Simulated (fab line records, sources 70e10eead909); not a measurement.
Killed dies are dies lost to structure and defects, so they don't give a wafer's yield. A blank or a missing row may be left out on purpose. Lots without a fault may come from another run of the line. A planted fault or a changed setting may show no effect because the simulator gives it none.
A struck lot beside a sound one | flow nand_harc | 38 steps out of a route of 1159
Sound: wafers L189.3, L189.5, L189.6. Struck: wafers L198.1, L198.3, L198.5. The cause comes at the end.
At each step with rows: each side's tool, then ch and its chambers, then its first start. Under that, the readings that differ: sound wafers | struck wafers | difference of the means | sigmas: that difference in standard deviations of wafers without a fault.
alike: readings whose means differ by less than 2 such deviations, and words and numbers that are the same on both sides. not compared: withheld readings, readings that some wafer has no value for, bounds like >300 that may hide the same value, and numbers for which the record gives no deviation and whose values overlap.
The two part at a step that has a row with sigmas, a row that says differs or no value, or rows on one side only. Numbers that don't overlap but have no deviation are shown without sigmas and don't part them. A reading that every wafer of one side lacks parts them only if that side has two wafers or more.

first, 11 steps without rows for these wafers: NHARC_P_ZERO_WELL_HARDBAKE_53 (time 80 s); NHARC_P_ZERO_WELL_DESCUM_54 (chemistry O2, time 3 s); NHARC_P_ZERO_WELL_IMPLANT_55; NHARC_P_ZERO_WELL_IMPLANT_61; NHARC_P_ZERO_WELL_STRIP_56 (strips in SPM, time 840 s); NHARC_P_ZERO_WELL_PRECLEAN_68 (cleans in SC1, time 60 s); NHARC_P_ZERO_WELL_SRD_69; NHARC_P_ZERO_WELL_RTA_42 (time 300 s); NHARC_P_STI_ETCH_26 (etches SiO2 in dHF, target depth 11 nm); NHARC_P_STI_PRECLEAN_27 (cleans in SC1); NHARC_P_STI_SRD_28.
NHARC_P_STI_OXIDE_29: material SiO2, target thk 10 nm, ox time 1362 s.
  sound on furnace-07 ch 0, day 4 20:20; struck on furnace-04 ch 0, day 7 05:27
  alike: zone_power_bottom_pct
then, 22 steps without rows for these wafers: NHARC_P_STI_HM_DEP_30 (deposits Si3N4, target thk 80 nm, time 873 s); NHARC_P_STI_DEHYDRATE_01 (time 120 s); NHARC_P_STI_HMDS_02 (time 30 s); NHARC_P_STI_COAT_41 (time 65 s); NHARC_P_STI_COAT_03 (resist thk 600 nm); NHARC_P_STI_SOFTBAKE_04 (time 70 s); NHARC_P_STI_EBR_05; NHARC_P_STI_EXPOSE_06 (exposes mask P STI, target cd 200 nm); NHARC_P_STI_PEB_07 (peb time 80 s); NHARC_P_STI_DEVELOP_08 (time 50 s); NHARC_P_STI_HARDBAKE_13 (time 65 s); NHARC_P_STI_DESCUM_14 (chemistry O2, time 3 s); NHARC_P_STI_ETCH_42 (etches the open film in N2/H2, target depth 80 nm, overetch 24 nm, time 61 s); NHARC_P_STI_ETCH_31 (etches the open film in CF4/CHF3, target depth 108.9 nm, time 54.5 s); NHARC_P_STI_ETCH_15 (etches the open film in HBr/Cl2, target depth 300 nm, time 100.1 s); NHARC_P_STI_STRIP_19 (strips in SPM, time 900 s); NHARC_P_STI_PRECLEAN_32 (cleans in SC1); NHARC_P_STI_SRD_23; NHARC_P_STI_OXIDE_33 (material SiO2, target thk 10 nm, ox time 281 s); NHARC_P_STI_HDPCVD_20 (deposits SiO2); NHARC_P_STI_ANNEAL_34 (time 1800 s); NHARC_P_STI_CMP_21 (polishes, t overpolish 20 s, target thk 380.67 nm).
-- the record jumps here: 3 days lie between the struck wafers' starts before and after (it left off in module P_STI and takes up again in module P_GATE, whose first step shown is number 144 of the route) --
NHARC_P_GATE_DESCUM_31: chemistry O2, time 3 s.
  sound on rie_diel-08 ch 0,1, day 7 22:34; struck on rie_diel-11 ch 0,1,2, day 9 21:47
  reading | sound | struck                                                                     | difference                   | sigmas
  hold    | - - - | await_dispo/2.4h/release await_dispo/2.4h/release await_dispo/2.4h/release | no value on the sound wafers |
  alike: drypump_motor_current_A, oes_product_au, rf_vpp_V, showerhead_plenum_p_Torr, throttle_valve_pct
  not compared: rf_hours_counter_h
NHARC_P_M0_DESCUM_14: chemistry O2, time 3 s.
  sound on rie_diel-06 ch 0,1,3, day 8 23:13; struck on rie_diel-06 ch 0,2,3, day 11 13:08
  reading               | sound             | struck                                                                     | difference                   | sigmas
  hold                  | - - -             | await_dispo/1.2h/release await_dispo/1.2h/release await_dispo/1.2h/release | no value on the sound wafers |
  oes_product_au (a.u.) | 1.017 1.020 0.995 | 0.964 0.982 0.993                                                          | -0.031                       | -3
  alike: drypump_motor_current_A, rf_vpp_V, showerhead_plenum_p_Torr, throttle_valve_pct
  not compared: rf_hours_counter_h, model.P_M0.cd_nm
NHARC_P_M0_ETCH_15: etches the open film in C4F8/Ar, target depth 150 nm, overetch 15 nm, time 82.5 s.
  sound on rie_diel-06 ch 1,3; struck on rie_diel-06 ch 0,3
  alike: oes_product_au, rf_vpp_V
  not compared: rf_hours_counter_h, model.P_M0.cd_nm
-- the record jumps here: 14 days lie between the struck wafers' starts before and after (it left off in module P_M0 and takes up again in module END, whose first step shown is number 1159 of the route) --
NHARC_END_SORT_01:
  the record has rows for the struck wafers here (prober-02 ch 0, day 25 09:26) and none for the sound ones

WHERE THEY PART
First at NHARC_P_GATE_DESCUM_31; last, within this record, at NHARC_END_SORT_01.

WHY: what the simulator had put in
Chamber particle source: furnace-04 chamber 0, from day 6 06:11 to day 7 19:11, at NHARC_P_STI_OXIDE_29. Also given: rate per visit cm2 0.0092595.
